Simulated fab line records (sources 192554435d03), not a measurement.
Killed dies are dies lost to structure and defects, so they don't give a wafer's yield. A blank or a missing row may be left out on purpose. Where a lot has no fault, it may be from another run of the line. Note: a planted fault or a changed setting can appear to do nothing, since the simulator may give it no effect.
Split-lot study || flow n5_finfet || 39 wafers read across 7 lots, on a route 1938 steps long

## ON THE SPLIT
At N5_GATE_CUT_ETCH_58 (etches SiNx in CH3F/O2, target depth 17 nm, time 128.6 s), the setting bias_w was moved away from the recipe's 21 W on 12 of the 39 wafers read, by -13.9% to +5.9%. For the rest of the wafers, this setting stayed at what the recipe calls for.

Reading taken at the split's own step.

## THE READING
rf_vpp_V, in V, at N5_GATE_CUT_ETCH_58 (etches SiNx in CH3F/O2, target depth 17 nm, time 128.6 s). Typical for fault-free wafers on this fab line: 99.1 V, with standard deviation 0.91 V.

{"wafer": "L077.1", "tool, chamber at the split": "rie_diel-03, 1", "bias_w as run, W": 21, "against the recipe": "recipe", "rf_vpp_V, V": 99.3, "against lot-mates on the recipe": "-"}
{"wafer": "L077.2", "tool, chamber at the split": "rie_diel-03, 2", "bias_w as run, W": 21, "against the recipe": "recipe", "rf_vpp_V, V": 100.5, "against lot-mates on the recipe": "-"}
{"wafer": "L077.3", "tool, chamber at the split": "rie_diel-03, 0", "bias_w as run, W": 21, "against the recipe": "recipe", "rf_vpp_V, V": 98.0, "against lot-mates on the recipe": "-"}
{"wafer": "L077.4", "tool, chamber at the split": "rie_diel-03, 3", "bias_w as run, W": 21, "against the recipe": "recipe", "rf_vpp_V, V": 99.5, "against lot-mates on the recipe": "-"}
{"wafer": "L077.5", "tool, chamber at the split": "rie_diel-03, 1", "bias_w as run, W": 21, "against the recipe": "recipe", "rf_vpp_V, V": 98.5, "against lot-mates on the recipe": "-"}
{"wafer": "L077.6", "tool, chamber at the split": "rie_diel-03, 0", "bias_w as run, W": 21, "against the recipe": "recipe", "rf_vpp_V, V": 100.2, "against lot-mates on the recipe": "-"}
{"wafer": "L082.2", "tool, chamber at the split": "rie_diel-06, 1", "bias_w as run, W": 21, "against the recipe": "recipe", "rf_vpp_V, V": 99.7, "against lot-mates on the recipe": "-"}
{"wafer": "L082.5", "tool, chamber at the split": "rie_diel-06, 3", "bias_w as run, W": 21, "against the recipe": "recipe", "rf_vpp_V, V": 99.6, "against lot-mates on the recipe": "-"}
{"wafer": "L082.6", "tool, chamber at the split": "rie_diel-06, 0", "bias_w as run, W": 21, "against the recipe": "recipe", "rf_vpp_V, V": 98.6, "against lot-mates on the recipe": "-"}
{"wafer": "L083.1", "tool, chamber at the split": "rie_diel-03, 2", "bias_w as run, W": 18.09, "against the recipe": "-13.9%", "rf_vpp_V, V": 90.7, "against lot-mates on the recipe": -9.0}
{"wafer": "L083.2", "tool, chamber at the split": "rie_diel-03, 1", "bias_w as run, W": 18.09, "against the recipe": "-13.9%", "rf_vpp_V, V": 89.8, "against lot-mates on the recipe": -9.9}
{"wafer": "L083.3", "tool, chamber at the split": "rie_diel-03, 0", "bias_w as run, W": 18.09, "against the recipe": "-13.9%", "rf_vpp_V, V": 90.7, "against lot-mates on the recipe": -9.0}
{"wafer": "L083.4", "tool, chamber at the split": "rie_diel-03, 3", "bias_w as run, W": 21, "against the recipe": "recipe", "rf_vpp_V, V": 99.3, "against lot-mates on the recipe": "-"}
{"wafer": "L083.5", "tool, chamber at the split": "rie_diel-03, 1", "bias_w as run, W": 21, "against the recipe": "recipe", "rf_vpp_V, V": 99.6, "against lot-mates on the recipe": "-"}
{"wafer": "L083.6", "tool, chamber at the split": "rie_diel-03, 0", "bias_w as run, W": 21, "against the recipe": "recipe", "rf_vpp_V, V": 100.1, "against lot-mates on the recipe": "-"}
{"wafer": "L084.1", "tool, chamber at the split": "rie_diel-02, 1", "bias_w as run, W": 21, "against the recipe": "recipe", "rf_vpp_V, V": 99.0, "against lot-mates on the recipe": "-"}
{"wafer": "L084.2", "tool, chamber at the split": "rie_diel-02, 0", "bias_w as run, W": 21, "against the recipe": "recipe", "rf_vpp_V, V": 98.2, "against lot-mates on the recipe": "-"}
{"wafer": "L084.3", "tool, chamber at the split": "rie_diel-02, 2", "bias_w as run, W": 21, "against the recipe": "recipe", "rf_vpp_V, V": 98.7, "against lot-mates on the recipe": "-"}
{"wafer": "L084.4", "tool, chamber at the split": "rie_diel-02, 3", "bias_w as run, W": 21, "against the recipe": "recipe", "rf_vpp_V, V": 98.2, "against lot-mates on the recipe": "-"}
{"wafer": "L084.5", "tool, chamber at the split": "rie_diel-02, 3", "bias_w as run, W": 21, "against the recipe": "recipe", "rf_vpp_V, V": 98.6, "against lot-mates on the recipe": "-"}
{"wafer": "L084.6", "tool, chamber at the split": "rie_diel-02, 0", "bias_w as run, W": 21, "against the recipe": "recipe", "rf_vpp_V, V": 97.7, "against lot-mates on the recipe": "-"}
{"wafer": "L085.1", "tool, chamber at the split": "rie_diel-02, 3", "bias_w as run, W": 21, "against the recipe": "recipe", "rf_vpp_V, V": 99.5, "against lot-mates on the recipe": "-"}
{"wafer": "L085.2", "tool, chamber at the split": "rie_diel-02, 0", "bias_w as run, W": 21, "against the recipe": "recipe", "rf_vpp_V, V": 99.9, "against lot-mates on the recipe": "-"}
{"wafer": "L085.3", "tool, chamber at the split": "rie_diel-02, 2", "bias_w as run, W": 21, "against the recipe": "recipe", "rf_vpp_V, V": 99.8, "against lot-mates on the recipe": "-"}
{"wafer": "L085.4", "tool, chamber at the split": "rie_diel-02, 1", "bias_w as run, W": 22.24, "against the recipe": "+5.9%", "rf_vpp_V, V": 102.9, "against lot-mates on the recipe": "+3.2"}
{"wafer": "L085.5", "tool, chamber at the split": "rie_diel-02, 2", "bias_w as run, W": 22.24, "against the recipe": "+5.9%", "rf_vpp_V, V": 102.0, "against lot-mates on the recipe": "+2.3"}
{"wafer": "L085.6", "tool, chamber at the split": "rie_diel-02, 3", "bias_w as run, W": 22.24, "against the recipe": "+5.9%", "rf_vpp_V, V": 102.3, "against lot-mates on the recipe": "+2.6"}
{"wafer": "L088.1", "tool, chamber at the split": "rie_diel-03, 1", "bias_w as run, W": 21, "against the recipe": "recipe", "rf_vpp_V, V": 99.3, "against lot-mates on the recipe": "-"}
{"wafer": "L088.2", "tool, chamber at the split": "rie_diel-03, 2", "bias_w as run, W": 21, "against the recipe": "recipe", "rf_vpp_V, V": 99.2, "against lot-mates on the recipe": "-"}
{"wafer": "L088.3", "tool, chamber at the split": "rie_diel-03, 3", "bias_w as run, W": 22.12, "against the recipe": "+5.3%", "rf_vpp_V, V": 102.8, "against lot-mates on the recipe": "+3.5"}
{"wafer": "L088.4", "tool, chamber at the split": "rie_diel-03, 1", "bias_w as run, W": 22.12, "against the recipe": "+5.3%", "rf_vpp_V, V": 102.8, "against lot-mates on the recipe": "+3.5"}
{"wafer": "L088.5", "tool, chamber at the split": "rie_diel-03, 3", "bias_w as run, W": 21, "against the recipe": "recipe", "rf_vpp_V, V": 99.4, "against lot-mates on the recipe": "-"}
{"wafer": "L088.6", "tool, chamber at the split": "rie_diel-03, 2", "bias_w as run, W": 22.12, "against the recipe": "+5.3%", "rf_vpp_V, V": 103.3, "against lot-mates on the recipe": "+4.0"}
{"wafer": "L089.1", "tool, chamber at the split": "rie_diel-06, 1", "bias_w as run, W": 19.17, "against the recipe": "-8.7%", "rf_vpp_V, V": 92.2, "against lot-mates on the recipe": -8.1}
{"wafer": "L089.2", "tool, chamber at the split": "rie_diel-06, 2", "bias_w as run, W": 21, "against the recipe": "recipe", "rf_vpp_V, V": 98.5, "against lot-mates on the recipe": "-"}
{"wafer": "L089.3", "tool, chamber at the split": "rie_diel-06, 3", "bias_w as run, W": 21, "against the recipe": "recipe", "rf_vpp_V, V": 102.0, "against lot-mates on the recipe": "-"}
{"wafer": "L089.4", "tool, chamber at the split": "rie_diel-06, 0", "bias_w as run, W": 19.17, "against the recipe": "-8.7%", "rf_vpp_V, V": 93.1, "against lot-mates on the recipe": -7.2}
{"wafer": "L089.5", "tool, chamber at the split": "rie_diel-06, 1", "bias_w as run, W": 19.17, "against the recipe": "-8.7%", "rf_vpp_V, V": 93.1, "against lot-mates on the recipe": -7.2}
{"wafer": "L089.6", "tool, chamber at the split": "rie_diel-06, 0", "bias_w as run, W": 21, "against the recipe": "recipe", "rf_vpp_V, V": 100.3, "against lot-mates on the recipe": "-"}

FIT RESULTS
A straight line over all 39 wafers: rf_vpp_V changes by +0.654 V for each +1% of bias_w; r = +0.97; the points scatter about the line by 0.85 V.
The same after taking each lot's own level away (the mean of its wafers on the recipe; 39 wafers): +0.684 V for each +1%; r = +0.97; scatter 0.83 V.
The reading moves by 9.5 V for the largest change in bias_w, on that fit.
The lots' own levels span 98.40 to 100.27 V, that is 2.1 times the standard deviation above.
So the lot-to-lot level changes the slope little: the two slopes agree.
Check: -9.86 V against its lot-mates is what the line predicts for one of the wafers moved furthest among these (-13.9%) when that wafer is left out of the fit. Against them it came out at -8.97 V.
Tool readings at the split's step, against how far the setting was moved: rf_vpp_V r = +0.97.

## ADDITIONAL SPLITS CARRIED BY THESE WAFERS
These wafers also went through other splits before the reading. Each is held against what the fit with the lots' levels taken away leaves over:
{"other split on the same wafers": "N5_WELL_APT_IMPLANT_31 energy_kev", "wafers away from the commonest value": 15, "r with rf_vpp_V (lot level and that fit taken away)": -0.06}
{"other split on the same wafers": "N5_DUMMY_GATE_EXPOSE_12 dose_mj", "wafers away from the commonest value": 12, "r with rf_vpp_V (lot level and that fit taken away)": "+0.21"}

## THE FILE'S OWN FIT
rf_vpp_V changes by +0.689 V for each +1% of bias_w, r = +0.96.
